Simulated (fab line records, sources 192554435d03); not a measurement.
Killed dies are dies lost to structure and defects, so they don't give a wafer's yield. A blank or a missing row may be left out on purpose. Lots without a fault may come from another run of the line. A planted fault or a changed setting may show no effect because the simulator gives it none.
Split-lot experiment | flow n5_finfet | 7 lots, 39 wafers read, on a route of 1938 steps

THE SPLIT
At N5_HKMG_FIN_ETCH_55 (etches SOC in N2/H2, target depth 240 nm, time 300 s), the setting time_s was moved away from the recipe's 300 s on 12 of the 39 wafers read, by -17.7% to +9.0%. The other wafers ran this setting at the recipe's value.

The reading is taken at the split's own step.

THE READING
SiARC_of_HKMG_FIN_COAT_42.thk_nm (the simulator's own value, which no gauge read), in nm, at N5_HKMG_FIN_ETCH_55 (etches SOC in N2/H2, target depth 240 nm, time 300 s). The file gives no usual value for it. The 27 wafers here that ran the recipe average 21.7 nm, standard deviation 0.36 nm.

wafer  | tool, chamber at the split | time_s as run, s | against the recipe | SiARC_of_HKMG_FIN_COAT_42.thk_nm, nm | against lot-mates on the recipe
L075.1 | rie_diel-04, 1             | 300              | recipe             | 21.6                                 | -
L075.2 | rie_diel-04, 0             | 300              | recipe             | 21.4                                 | -
L075.3 | rie_diel-04, 3             | 300              | recipe             | 22                                   | -
L075.4 | rie_diel-04, 2             | 300              | recipe             | 22                                   | -
L075.5 | rie_diel-04, 0             | 300              | recipe             | 21.4                                 | -
L075.6 | rie_diel-04, 3             | 300              | recipe             | 22                                   | -
L076.1 | rie_diel-04, 0             | 327              | +9.0%              | 20                                   | -2.1
L076.2 | rie_diel-04, 2             | 300              | recipe             | 22.2                                 | -
L076.3 | rie_diel-04, 3             | 300              | recipe             | 22                                   | -
L076.4 | rie_diel-04, 3             | 327              | +9.0%              | 20.8                                 | -1.3
L076.5 | rie_diel-04, 2             | 300              | recipe             | 22                                   | -
L076.6 | rie_diel-04, 0             | 327              | +9.0%              | 20                                   | -2.1
L086.1 | rie_diel-04, 1             | 300              | recipe             | 21.6                                 | -
L086.2 | rie_diel-04, 2             | 300              | recipe             | 22                                   | -
L086.3 | rie_diel-04, 0             | 300              | recipe             | 21                                   | -
L086.4 | rie_diel-04, 2             | 300              | recipe             | 21.8                                 | -
L086.5 | rie_diel-04, 1             | 300              | recipe             | 21.4                                 | -
L086.6 | rie_diel-04, 0             | 300              | recipe             | 21                                   | -
L089.1 | rie_diel-04, 0             | 248.5            | -17.2%             | 23.6                                 | +2.3
L089.2 | rie_diel-04, 1             | 248.5            | -17.2%             | 23.8                                 | +2.5
L089.3 | rie_diel-04, 3             | 300              | recipe             | 21.2                                 | -
L089.4 | rie_diel-04, 2             | 248.5            | -17.2%             | 24.2                                 | +2.9
L089.5 | rie_diel-04, 0             | 300              | recipe             | 21.2                                 | -
L089.6 | rie_diel-04, 1             | 300              | recipe             | 21.4                                 | -
L091.1 | rie_diel-04, 2             | 251              | -16.3%             | 24                                   | +2.5
L091.2 | rie_diel-04, 0             | 251              | -16.3%             | 23.4                                 | +1.9
L091.3 | rie_diel-04, 3             | 300              | recipe             | 21.4                                 | -
L091.4 | rie_diel-04, 1             | 251              | -16.3%             | 23.6                                 | +2.1
L091.5 | rie_diel-04, 3             | 300              | recipe             | 21.2                                 | -
L091.6 | rie_diel-04, 2             | 300              | recipe             | 21.8                                 | -
L092.1 | rie_diel-05, 1             | 246.8            | -17.7%             | 24                                   | +2.3
L092.2 | rie_diel-05, 2             | 246.8            | -17.7%             | 24                                   | +2.3
L092.3 | rie_diel-05, 3             | 246.8            | -17.7%             | 22.8                                 | +1.1
L092.4 | rie_diel-05, 0             | 300              | recipe             | 21.4                                 | -
L092.5 | rie_diel-05, 2             | 300              | recipe             | 22                                   | -
L092.6 | rie_diel-05, 1             | 300              | recipe             | 21.6                                 | -
L093.1 | rie_diel-02, 1             | 300              | recipe             | 22                                   | -
L093.2 | rie_diel-02, 2             | 300              | recipe             | 22.2                                 | -
L093.5 | rie_diel-02, 1             | 300              | recipe             | 22                                   | -

THE FIT
A straight line over all 39 wafers: SiARC_of_HKMG_FIN_COAT_42.thk_nm changes by -0.125 nm for each +1% of time_s; r = -0.93; the points scatter about the line by 0.39 nm.
The same after taking each lot's own level away (the mean of its wafers on the recipe; 39 wafers): -0.14 nm for each +1%; r = -0.95; scatter 0.38 nm.
On that fit, the largest move of time_s shifts the reading by 2.5 nm.
The lots' own levels span 21.27 to 22.07 nm, that is 2.2 times the standard deviation above.
So the lot-to-lot level changes the slope: the two fits differ.
Check: with one of the wafers moved furthest among these (-17.7%) left out of the fit, the line predicts +2.42 nm for it against its lot-mates. It came out at +2.33 nm against them.

OTHER SPLITS ON THESE WAFERS
These wafers also went through other splits before the reading. Each is held against what the fit with the lots' levels taken away leaves over:
other split on the same wafers        | wafers away from the commonest value | r with SiARC_of_HKMG_FIN_COAT_42.thk_nm (lot level and that fit taken away)
N5_FIN_CUT_CUT_ETCH_26 target_depth_a | 18                                   | -0.27
N5_DUMMY_GATE_EXPOSE_12 dose_mj       | 15                                   | +0.21

THE WHOLE CHAIN: every reading that the file lists as answering this split, in the file's order
step                | what it does                                         | reading                                                                           | change (the file's fit)               | r (the file's)
N5_HKMG_FIN_ETCH_55 | etches SOC in N2/H2, target depth 240 nm, time 300 s | etch.depth_nm (the simulator's own value, which no gauge read)                    | +2.44 nm for each +1% of the setting  | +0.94
N5_HKMG_FIN_ETCH_55 | etches SOC in N2/H2, target depth 240 nm, time 300 s | HKMG_FIN.feature_depth_nm (the simulator's own value, which no gauge read)        | +2.44 nm for each +1% of the setting  | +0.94
N5_HKMG_FIN_ETCH_55 | etches SOC in N2/H2, target depth 240 nm, time 300 s | SiARC_of_HKMG_FIN_COAT_42.thk_nm (the simulator's own value, which no gauge read) | -0.137 nm for each +1% of the setting | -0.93

THE FILE'S OWN FIT
SiARC_of_HKMG_FIN_COAT_42.thk_nm changes by -0.137 nm for each +1% of time_s, r = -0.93.
